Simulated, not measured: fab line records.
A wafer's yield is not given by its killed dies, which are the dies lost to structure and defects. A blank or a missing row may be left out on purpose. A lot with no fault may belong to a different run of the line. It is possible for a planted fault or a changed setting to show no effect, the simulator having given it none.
fab line records	flow n5Finfet
[record] lots = 5	wafers = 15	lastDay = 16
route steps=1938 shown BEOL_M8@1377 PASSIVATION@1936
lots with no fault: from the same line, run without faults
startH: start of the lot's first displayed wafer, in hours after the record's first day	waitH: how many hours have passed since the lot's step before this one	" the same as in the row above	L1.1+2: a single row standing in for several wafers	- no value, or no start was given	* or withheld: withheld	< > ~ a bound
route shown NAME@n: a module of which the file shows steps, and the number in the route of the first	usual: mean/standard deviation taken from wafers without a fault	same: alike in all rows	chamber/n: place in a boat	sites: per-site readings	_std_site: how widely they spread, as a standard deviation	_edge_site: outer sites' mean less inner sites'	radiusMm: for every site, how far away it sits from the centre of the wafer	mask NAME#n: copy n	behind: tool/chamber where the wafer was last shaped	hold: why the lot went on hold/how many hours it stayed there/how the hold came to an end	device: transistor that didn't switch, given as n, p or np	end of line: tests run on the same wafers once the route is complete	a step given without rows: its recipe and nothing more	killed: at the first sort, the dies lost to defects and structure; wafer yield is something else	map: per-die view of a wafer (x killed, . not killed, _ where there is no die)
set.NAME: setting as actually run; set.NAME@STEP: the setting as run at that earlier step	model.NAME: the simulator's own value behind a step, which no gauge read
lots seen at some steps along the route; tables by step, rows by wafer
services: a tool's chamber out of use, with start hour (startH, from the record's first day; less than 0 if before it), hours out, and reason
[[steps]]
[step N5_BEOL_M8_TRENCH_ETCH_37]
[recipe] chemistry = C4F6/O2	targetDepthA = 934.78	target = SiCOH_lowk	timeS = 31.2	ionEnergyEv = 250	pressureMtorr = 30	sourceW = 345	biasW = 185	Ar_flow_sccm = 300	C4F6_flow_sccm = 10	O2_flow_sccm = 10
[usual] drypumpMotorCurrentA = 6.0/0.53	oes_ar_750_au = 0.79/0.078	oesProductAu = 0.79/0.083	rfVppV = 667/4.9	showerheadPlenumPTorr = 2.87/0.082	throttleValvePct = 20.96/0.3
lot.wafer	tool	chamber	startH	waitH	drypumpMotorCurrentA	oes_ar_750_au	oesProductAu	rfHoursCounterH	rfVppV	showerheadPlenumPTorr	throttleValvePct
L679.1	rieDiel-05	0	-	-	5.6	0.81	0.82	90	670	2.76	20.74
L679.2	"	2	"	"	6.6	0.77	0.77	153	665	2.85	20.93
L679.6	"	3	"	"	5.6	0.77	0.78	-	665	2.98	21.09
L680.1	rieDiel-04	0	-	-	6.6	0.69	0.69	244	663	2.68	20.68
L680.4	"	1	"	"	5.7	0.77	0.76	-	666	2.84	21.21
L680.6	"	0	"	"	6.6	0.69	0.69	-	665	2.69	20.71
L686.1	rieDiel-05	2	-	-	6.6	0.75	0.75	177	663	2.84	20.97
L686.5	"	1	"	"	6.2	0.91	0.91	-	674	2.91	20.66
L686.6	"	0	"	"	5.6	0.80	0.80	-	670	2.75	20.78
L693.2	rieDiel-01	2	-	-	6.6	0.69	0.69	233	668	2.82	20.97
L693.3	"	0	"	"	5.5	0.83	0.84	91	665	2.88	21.31
L693.5	"	0	"	"	5.5	0.83	0.84	-	665	2.88	21.30
L700.1	rieDiel-05	2	-	-	6.6	0.74	0.72	202	662	2.83	20.99
L700.3	"	1	"	"	6.3	0.86	0.86	48	676	2.90	20.69
L700.5	"	0	"	"	5.6	0.77	0.77	-	668	2.74	20.81
[step N5_BEOL_M8_ETCH_41]
[recipe] chemistry = CH3F/O2	target = SiCN	targetDepthA = 319	taperDeg = 2	timeS = 57.8	ionEnergyEv = 120	maskMaterial = TiN	pressureMtorr = 30	sourceW = 395	biasW = 75	Ar_flow_sccm = 150	CH3F_flow_sccm = 30	O2_flow_sccm = 20
[usual] drypumpMotorCurrentA = 6.0/0.54	oesProductAu = 0.79/0.083	rfVppV = 297.6/1.4	showerheadPlenumPTorr = 2.02/0.06	throttleValvePct = 16.35/0.28
lot.wafer	tool	chamber	startH	waitH	drypumpMotorCurrentA	oesProductAu	rfHoursCounterH	rfVppV	showerheadPlenumPTorr	throttleValvePct
L679.1	rieDiel-05	0	-	-	5.6	0.82	90	295.2	1.94	16.15
L679.2	"	2	"	"	6.6	0.76	153	296.4	2.00	16.37
L679.6	"	3	"	"	5.6	0.77	-	299.7	2.10	16.45
L680.1	rieDiel-04	0	-	-	6.7	0.69	244	294.8	1.88	16.19
L680.4	"	1	"	"	5.7	0.77	-	297.5	2.00	16.59
L680.6	"	0	"	"	6.7	0.68	-	295.4	1.88	16.20
L686.1	rieDiel-05	2	-	-	6.6	0.75	177	297.3	1.99	16.39
L686.5	"	1	"	"	6.3	0.91	-	298.5	2.05	16.02
L686.6	"	0	"	"	5.6	0.79	-	295.1	1.93	16.20
L693.2	rieDiel-01	2	-	-	6.6	0.69	233	298.4	1.98	16.42
L693.3	"	0	"	"	5.4	0.83	91	298.4	2.02	16.63
L693.5	"	0	"	"	5.4	0.83	-	297.5	2.02	16.63
L700.1	rieDiel-05	2	-	-	6.6	0.73	202	297.1	1.99	16.47
L700.3	"	1	"	"	6.3	0.87	48	298.5	2.04	16.07
L700.5	"	0	"	"	5.6	0.78	-	295.8	1.92	16.24
[step N5_BEOL_M8_STRIP_80]
[recipe] chemistry = N2/H2	timeS = 10	powerW = 450	tempC = 40	pressureMtorr = 20	rfFrequencyHz = 6e+07	biasPowerW = 7	n2FlowSccm = 200	h2FlowSccm = 200
[step N5_BEOL_M8_OCD_MEAS_38]
[usual] trenchDepthNm = 92.9/1.2
lot.wafer	tool	chamber	startH	waitH	trenchDepthNm
L679.1	ocd-01	-	191.12	-	91.5
L679.2	"	-	"	"	92.1
L679.6	"	-	"	"	93.2
L680.1	ocd-02	-	210.81	-	91.6
L680.4	"	-	"	"	94.2
L680.6	"	-	"	"	92.0
L686.1	ocd-02	-	245.51	-	91.2
L686.5	"	-	"	"	93.6
L686.6	"	-	"	"	92.0
L693.2	ocd-01	-	287.91	-	93.6
L693.3	"	-	"	"	94.4
L693.5	"	-	"	"	95.0
L700.1	ocd-02	-	317.86	-	91.0
L700.3	"	-	"	"	93.3
L700.5	"	-	"	"	90.7
[step N5_BEOL_M8_HM_STRIP_39]
[recipe] chemistry = peroxideTinStrip	material = TiN	targetDepthA = 250	tempC = 50	timeS = 158
[step N5_BEOL_M8_SRD_40]
[recipe] timeS = 30	tempC = 23	rinseLiquid = diw	dry = ipaMarangoni
[step N5_BEOL_M8_PRECLEAN_42]
[recipe] chemistry = residueRemover	timeS = 60	tempC = 40
[step N5_BEOL_M8_SRD_43]
[recipe] timeS = 30	tempC = 23	rinseLiquid = diw	dry = ipaMarangoni
[step N5_BEOL_M8_CD_MEAS_35]
[recipe] targetCdNm = 40	polarity = opening
[usual] cdNm = 40.1/0.48
lot.wafer	tool	chamber	startH	waitH	cdNm
L679.1	cdSem-01	-	191.27	0.0	40.3
L679.2	"	-	"	"	39.6
L679.6	"	-	"	"	40.0
L680.1	cdSem-02	-	210.96	0.0	39.9
L680.4	"	-	"	"	39.7
L680.6	"	-	"	"	39.4
L686.1	cdSem-02	-	245.66	0.0	39.2
L686.5	"	-	"	"	39.8
L686.6	"	-	"	"	39.6
L693.2	cdSem-01	-	288.06	0.0	39.8
L693.3	"	-	"	"	40.3
L693.5	"	-	"	"	40.0
L700.1	cdSem-02	-	318.03	0.0	39.3
L700.3	"	-	"	"	40.5
L700.5	"	-	"	"	40.5
[step N5_BEOL_M8_CURE_75]
[recipe] tempC = 370	timeS = 120	ambient = DMADMS/He	material = SiCOH_lowk
[usual] lampPowerPct = 52.31/0.054	wafer_temp_C_max = 371.8/0.64
lot.wafer	tool	chamber	startH	waitH	lampPowerPct	wafer_temp_C_max
L679.1	uvCure-01	1	191.31	0.0	52.39	371.6
L679.2	"	1	"	"	52.43	371.4
L679.6	"	1	"	"	52.36	372.0
L680.1	uvCure-03	2	211.01	0.0	52.23	371.9
L680.4	"	2	"	"	52.40	372.2
L680.6	"	2	"	"	52.26	371.8
L686.1	uvCure-02	1	245.70	0.0	52.30	371.1
L686.5	"	1	"	"	52.34	371.4
L686.6	"	1	"	"	52.31	371.3
L693.2	uvCure-03	1	288.15	0.1	52.29	373.1
L693.3	"	1	"	"	52.23	372.7
L693.5	"	1	"	"	52.28	372.5
L700.1	uvCure-01	0	318.07	0.0	52.33	371.0
L700.3	"	0	"	"	52.32	370.5
L700.5	"	0	"	"	52.27	371.1
[step N5_BEOL_M8_DEGAS_44]
[recipe] ambient = vacuum	tempC = 250	timeS = 60
[step N5_BEOL_M8_PRE_CLEAN_45]
[recipe] gas = H2/He	timeS = 30	tempC = 250
[usual] heaterPowerW = 326/40
lot.wafer	tool	chamber	startH	waitH	heaterPowerW
L679.1	pvdSputter-01	-	191.97	0.0	366
L679.2	"	-	"	"	400
L679.6	"	-	"	"	311
L680.1	pvdSputter-01	-	211.46	0.0	329
L680.4	"	-	"	"	403
L680.6	"	-	"	"	328
L686.1	pvdSputter-02	-	246.07	0.0	312
L686.5	"	-	"	"	313
L686.6	"	-	"	"	242
L693.2	pvdSputter-01	-	288.59	0.0	409
L693.3	"	-	"	"	353
L693.5	"	-	"	"	356
L700.1	pvdSputter-01	-	318.59	0.0	306
L700.3	"	-	"	"	399
L700.5	"	-	"	"	308
[step N5_BEOL_M8_ALD_77]
[recipe] material = TaN	targetThkA = 20	tempC = 275	aldPrecursorFamily = PDMAT	aldCoReactant = NH3	pressureTorr = 3	carrierFlowSccm = 1500	pulseTimeS = 2	purgeTimeS = 3	coReactantPurgeTimeS = 2	coReactantPulseTimeS = 3	aldCycles = 40	precursorVesselTempC = 75	precursorVesselPressureTorr = 26.25	precursorVesselCarrierSccm = 1000
[usual] aldCycles = 40/0	heaterPowerW = 408/55	precursorVesselPressureTorr = 26.25/0.056
lot.wafer	tool	chamber	startH	waitH	aldCycles	heaterPowerW	precursorVesselPressureTorr
L679.1	aldMetal-02	0	192.26	0.3	40	440	26.45
L679.2	"	3	"	"	40	463	26.18
L679.6	"	3	"	"	40	482	26.22
L680.1	aldMetal-02	2	211.58	0.1	40	304	26.32
L680.4	"	3	"	"	40	476	26.27
L680.6	"	2	"	"	40	318	26.28
L686.1	aldMetal-02	2	246.16	0.1	40	312	26.25
L686.5	"	2	"	"	40	310	26.25
L686.6	"	3	"	"	42	482	26.25
L693.2	aldMetal-03	2	288.69	0.1	40	406	26.26
L693.3	"	3	"	"	40	470	26.29
L693.5	"	1	"	"	40	398	26.30
L700.1	aldMetal-03	1	318.88	0.3	40	392	26.19
L700.3	"	0	"	"	40	397	26.26
L700.5	"	3	"	"	40	463	26.22
[step N5_BEOL_M8_SURFACE_TREAT_79]
[recipe] gas = Ar	timeS = *	ionEnergyEv = *	ionCurrentMaCm2 = 0.5	pressureMtorr = *	arFlowSccm = 30
[usual] throttleValvePct = *
lot.wafer	tool	chamber	startH	waitH	throttleValvePct
L679.1	pvdSputter-01	-	193.93	1.5	*
L679.2	"	-	"	"	*
L679.6	"	-	"	"	*
L680.1	pvdSputter-01	-	211.97	0.3	*
L680.4	"	-	"	"	*
L680.6	"	-	"	"	*
L686.1	pvdSputter-02	-	246.71	0.4	*
L686.5	"	-	"	"	*
L686.6	"	-	"	"	*
L693.2	pvdSputter-01	-	289.05	0.2	*
L693.3	"	-	"	"	*
L693.5	"	-	"	"	*
L700.1	pvdSputter-01	-	321.29	2.3	*
L700.3	"	-	"	"	*
L700.5	"	-	"	"	*
[step N5_PASSIVATION_PROBE_49]
[usual] defectLimitedYield = 91.3/1.5	killed_at_M0_to_M3 = 35/10	killed_at_M4_up = 13/5.3	killedAtContacts = 12/5.7	killedAtFrontEnd = 39/11	killedAtOther = 3.3/2.7	killedDies = 102/18	killedOpen = 67/13	killedShort = 34/7.8	sort_bin_5_function = 5.1/1	sort_bin_6_memory = 3.3/0.68	sortNPass = 1078/18	sortYieldPct = 91.3/1.5
[same] grossDies = 1180	killedAtBackSide = 0	sort_bin_4_leakage[%] = 0	sort_bin_8_speed[%] = 0
lot.wafer	tool	chamber	startH	waitH	defectLimitedYield[%]	killed_at_M0_to_M3	killed_at_M4_up	killedAtContacts	killedAtFrontEnd	killedAtOther	killedDies	killedOpen	killedShort	sort_bin_5_function[%]	sort_bin_6_memory[%]	sortNPass	sortYieldPct[%]
L680.1	prober-01	-	273.95	0.0	87.8	50	17	14	56	7	144	91	46	7.5	4.5	1036	87.8
L680.4	prober-01	-	274.10	0.2	89.7	33	15	3	64	7	122	79	40	5.5	4.2	1058	89.7
L680.6	prober-01	-	274.20	0.3	90.4	23	13	10	60	7	113	75	37	5.0	4.2	1067	90.4
// killed by level:class
L680.1 BEOL_M2:geometricParticle:open=20 FIN_SAQP:geometricParticle:open=18 FIN_SAQP:geometricParticle:short=10 BEOL_M0_SAQP:geometricParticle:open=10 BEOL_M4:geometricParticle:open=9 MOL_CONTACT_COAG:geometricParticle:open=8 BEOL_M0_SAQP:geometricParticle:short=7 DUMMY_GATE:geometricParticle:open=6
L680.4 FIN_SAQP:geometricParticle:open=24 FIN_SAQP:geometricParticle:short=14 BEOL_M2:geometricParticle:open=11 BEOL_M3:geometricParticle:open=7 STI_FIN_REVEAL:geometricParticle:open=5 BEOL_M0:geometricParticle:open=5 BEOL_M4:geometricParticle:open=5 GATE_CUT:geometricParticle:short=3
L680.6 FIN_SAQP:geometricParticle:open=24 FIN_SAQP:geometricParticle:short=13 STI_FIN_REVEAL:geometricParticle:open=8 MOL_CONTACT_COAG:geometricParticle:open=8 BEOL_M4:geometricParticle:open=8 BEOL_M0_SAQP:geometricParticle:short=6 BEOL_M2:geometricParticle:open=5 BEOL_M0_SAQP:geometricParticle:open=5
[[services]]
tool	chamber	startH	hours	kind
rieDiel-05	1	168.24	-	clean
rieDiel-05	1	168.24	-	consumableReplace:esc
rieDiel-05	1	168.24	-	consumableReplace:focusRing
rieDiel-05	1	168.24	23.1	scheduledDown
rieDiel-05	1	168.24	23.1	ventCycle
rieDiel-04	2	175.20	-	clean
aldMetal-03	1	179.37	12.1	repair
rieDiel-01	-	182.64	29.3	repair
uvCure-01	-	197.61	3.6	repair
rieDiel-04	2	210.03	5.3	repair
rieDiel-04	1	217.31	5.0	repair
aldMetal-03	3	218.00	26.5	repair
rieDiel-01	3	221.31	4.5	repair
uvCure-03	-	227.81	2.1	pm
rieDiel-01	2	240.16	6.1	repair
uvCure-03	-	251.03	7.5	pm
rieDiel-04	1	265.61	2.8	repair
uvCure-02	-	266.72	0.4	repair
rieDiel-04	1	270.86	4.3	repair
uvCure-01	-	272.53	0.3	repair
rieDiel-04	3	283.85	4.2	repair
rieDiel-01	1	284.52	2.1	repair
rieDiel-04	2	298.45	3.9	repair
rieDiel-01	3	303.05	3.8	repair
[[key]]
[firstSign] step = N5_BEOL_M8_ALD_77	reading = aldCycles	direction = up	sigmas = 99+	usual = *	struck = *
effect none on later readings
metAt N5_BEOL_M8_ALD_77
struckWafers L686.6
onsetBetween 211.58 246.16
[fault] kind = processParameterDrift	tool = aldMetal-02	chamber = 3	onsetH = 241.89	steps = N5_BEOL_M8_ALD_77	channel = aldCycles	offset = *	shape = step	endH = 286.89	actsIn = *	stated = *
